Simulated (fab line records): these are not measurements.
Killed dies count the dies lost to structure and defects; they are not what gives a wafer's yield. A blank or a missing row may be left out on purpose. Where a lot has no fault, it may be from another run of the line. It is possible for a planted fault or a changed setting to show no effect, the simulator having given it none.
Matching of chambers ; flow nand harc ; NHARC_A_STAIRCASE_ETCH_292 on rie diel-04: 4 sister chambers
The step etches the open film in CF4/CHF3. 4 wafers are shown with their chamber, then 7 later ones without.

## WAFERS, EACH WITH ITS CHAMBER
wafer;chamber;showerhead plenum p Torr (Torr)
L074.1;3;1.51
L083.4;2;1.56
L086.1;1;1.56
L086.2;0;1.60

## WAFERS WITH NO CHAMBER GIVEN
wafer;showerhead plenum p Torr (Torr)
L086.4;1.56
L089.1;1.50
L089.4;1.60
L089.5;1.56
L090.1;1.56
L090.3;1.50
L090.6;1.56

## EACH ONE'S CHAMBER
wafer;from the rows above;in truth
L086.4;can't be placed: 1 or 2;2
L089.1;3;3
L089.4;0;0
L089.5;can't be placed: 1 or 2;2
L090.1;can't be placed: 1 or 2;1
L090.3;3;3
L090.6;can't be placed: 1 or 2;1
3 of 7 placed correctly. Can't be placed from these rows: 4 (the true chamber is among the candidates in 4). Wrongly placed: 0.
How it was worked out, from the rows above alone: a wafer's distance from a chamber is the root of the sum, over the readings, of the square of ((its reading less the chamber's mean) divided by the reading's scatter). The wafer belongs to the nearest chamber; if the next one is less than 2 further off, it can't be placed. Each chamber's mean is taken over the wafers shown for it. The scatter: with one shown wafer a chamber, the root of the mean of the squares of how far each hidden wafer lies from its nearest shown one.
